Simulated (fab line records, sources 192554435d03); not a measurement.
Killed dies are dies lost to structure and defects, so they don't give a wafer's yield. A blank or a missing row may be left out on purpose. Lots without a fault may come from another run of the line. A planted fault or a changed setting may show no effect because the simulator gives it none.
Split-lot experiment | flow n5_finfet | 7 lots, 21 wafers read, on a route of 1938 steps

THE SPLIT
At N5_BEOL_M0_SAQP_HM_DEP_111 (deposits SiO2 from SiH4/N2O, target thk 12 nm, time 7.2 s), the setting time_s was moved away from the recipe's 7.2 s on 9 of the 21 wafers read, by -10.9% to +9.6%. The other wafers ran this setting at the recipe's value.

FROM THE SPLIT TO THE READING: what the file shows between them, 9 steps
- N5_BEOL_M0_SAQP_COAT_82: time 60 s, resist thk 30 nm (also split here: time_s)
- N5_BEOL_M0_SAQP_COAT_08: resist thk 90 nm
- N5_BEOL_M0_SAQP_EBR_10
- N5_BEOL_M0_SAQP_ETCH_84: etches SOC in N2/H2, target depth 100 nm, overetch 20 nm, time 150 s
- N5_BEOL_M0_SAQP_STRIP_80: strips in N2/H2
- N5_BEOL_M0_SAQP_HM_OPEN_112: chemistry CHF3/O2, target SiO2, stops on a-Si, target depth 12 nm, time 13.5 s
- N5_BEOL_M0_SAQP_STRIP_113: strips in CHF3/O2
- N5_BEOL_M0_SAQP_MANDREL_ETCH_20: etches a-Si in HBr/Cl2, stops on SiNx, target depth 60 nm, bt time 10 s, time 30 s
- N5_BEOL_M0_SAQP_STRIP_86: strips in N2/H2

THE READING
SiO2_of_BEOL_M0_SAQP_HM_DEP_111.thk_nm (the simulator's own value, which no gauge read), in nm, at N5_BEOL_M0_SAQP_STRIP_115 (strips in post etch residue remover, time 60 s). The file gives no usual value for it. The 12 wafers here that ran the recipe average 12.0 nm, standard deviation 0.19 nm.

wafer  | tool, chamber at the split | time_s as run, s | against the recipe | SiO2_of_BEOL_M0_SAQP_HM_DEP_111.thk_nm, nm | against lot-mates on the recipe
L075.3 | pecvd-01, 0                | 7.574            | +5.2%              | 12.4                                       | +0.2
L075.5 | pecvd-01, 2                | 7.574            | +5.2%              | 12.6                                       | +0.4
L075.6 | pecvd-01, 1                | 7.2              | recipe             | 12.2                                       | -
L077.2 | pecvd-01, 0                | 6.414            | -10.9%             | 10.6                                       | -1.8
L077.3 | pecvd-01, 2                | 6.414            | -10.9%             | 10.6                                       | -1.8
L077.6 | pecvd-01, 2                | 7.2              | recipe             | 12.4                                       | -
L079.1 | pecvd-01, 2,0,1            | 7.2              | recipe             | 12                                         | -
L079.6 | pecvd-01, 2,0,1            | 7.2              | recipe             | 12                                         | -
L079.3 | pecvd-01, 2,0,1            | 7.2              | recipe             | 11.8                                       | -
L085.2 | pecvd-04, 1                | 6.823            | -5.2%              | 11                                         | -0.9
L085.5 | pecvd-04, 1,0              | 7.2              | recipe             | 11.8                                       | -
L085.6 | pecvd-04, 1,0              | 7.2              | recipe             | 12                                         | -
L089.3 | pecvd-04, 0                | 7.2              | recipe             | 11.8                                       | -
L089.6 | pecvd-04, 0                | 7.2              | recipe             | 11.8                                       | -
L089.4 | pecvd-04, 2                | 7.478            | +3.9%              | 12.4                                       | +0.6
L091.1 | pecvd-01, 1                | 7.893            | +9.6%              | 13.2                                       | no lot-mate on the recipe
L091.4 | pecvd-01, 1,2              | 7.893            | +9.6%              | 13.6                                       | no lot-mate on the recipe
L091.6 | pecvd-01, 1,2              | 7.893            | +9.6%              | 13.4                                       | no lot-mate on the recipe
L096.1 | pecvd-01, 1                | 7.2              | recipe             | 12                                         | -
L096.5 | pecvd-01, 1,0              | 7.2              | recipe             | 12.2                                       | -
L096.6 | pecvd-01, 1,0              | 7.2              | recipe             | 12.2                                       | -
Where a row lists several chambers, the file gives one row for several wafers and doesn't say which wafer went through which chamber.

THE FIT
A straight line over all 21 wafers: SiO2_of_BEOL_M0_SAQP_HM_DEP_111.thk_nm changes by +0.136 nm for each +1% of time_s; r = +0.97; the points scatter about the line by 0.2 nm.
The same after taking each lot's own level away (the mean of its wafers on the recipe; 18 wafers): +0.145 nm for each +1%; r = +0.96; scatter 0.18 nm.
On that fit, the largest move of time_s shifts the reading by 1.6 nm.
The lots' own levels span 11.80 to 12.40 nm, that is 3.1 times the standard deviation above.
So the lot-to-lot level changes the slope little: the two slopes agree.
Check: with one of the wafers moved furthest among these (-10.9%) left out of the fit, the line predicts -1.58 nm for it against its lot-mates. It came out at -1.8 nm against them.

OTHER SPLITS ON THESE WAFERS
These wafers also went through other splits before the reading. Each is held against what the fit with the lots' levels taken away leaves over:
other split on the same wafers    | wafers away from the commonest value | r with SiO2_of_BEOL_M0_SAQP_HM_DEP_111.thk_nm (lot level and that fit taken away)
N5_SD_EPI_N_PRECLEAN_49 time_s    | 9                                    | -0.01
N5_SDB_COAT_05 spin_rpm           | 6                                    | +0.11
N5_HKMG_FIN_COAT_30 spin_rpm      | 5                                    | +0.16
N5_MOL_CONTACT_COAG_ALD_27 time_s | 4                                    | +0.35
N5_BEOL_M0_SAQP_COAT_82 time_s    | 9                                    | -0.01

THE WHOLE CHAIN: every reading that the file lists as answering this split, in the file's order
step                        | what it does                                                                   | reading                                                                                 | change (the file's fit)               | r (the file's)
N5_BEOL_M0_SAQP_HM_DEP_111  | deposits SiO2 from SiH4/N2O, target thk 12 nm, time 7.2 s                      | SiO2_of_BEOL_M0_SAQP_HM_DEP_111.thk_nm (the simulator's own value, which no gauge read) | +0.143 nm for each +1% of the setting | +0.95
N5_BEOL_M0_SAQP_HM_OPEN_112 | chemistry CHF3/O2, target SiO2, stops on a-Si, target depth 12 nm, time 13.5 s | etch.depth_nm (the simulator's own value, which no gauge read)                          | +0.143 nm for each +1% of the setting | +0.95
N5_BEOL_M0_SAQP_STRIP_115   | strips in post etch residue remover, time 60 s                                 | SiO2_of_BEOL_M0_SAQP_HM_DEP_111.thk_nm (the simulator's own value, which no gauge read) | +0.15 nm for each +1% of the setting  | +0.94

THE FILE'S OWN FIT
SiO2_of_BEOL_M0_SAQP_HM_DEP_111.thk_nm changes by +0.15 nm for each +1% of time_s, r = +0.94.
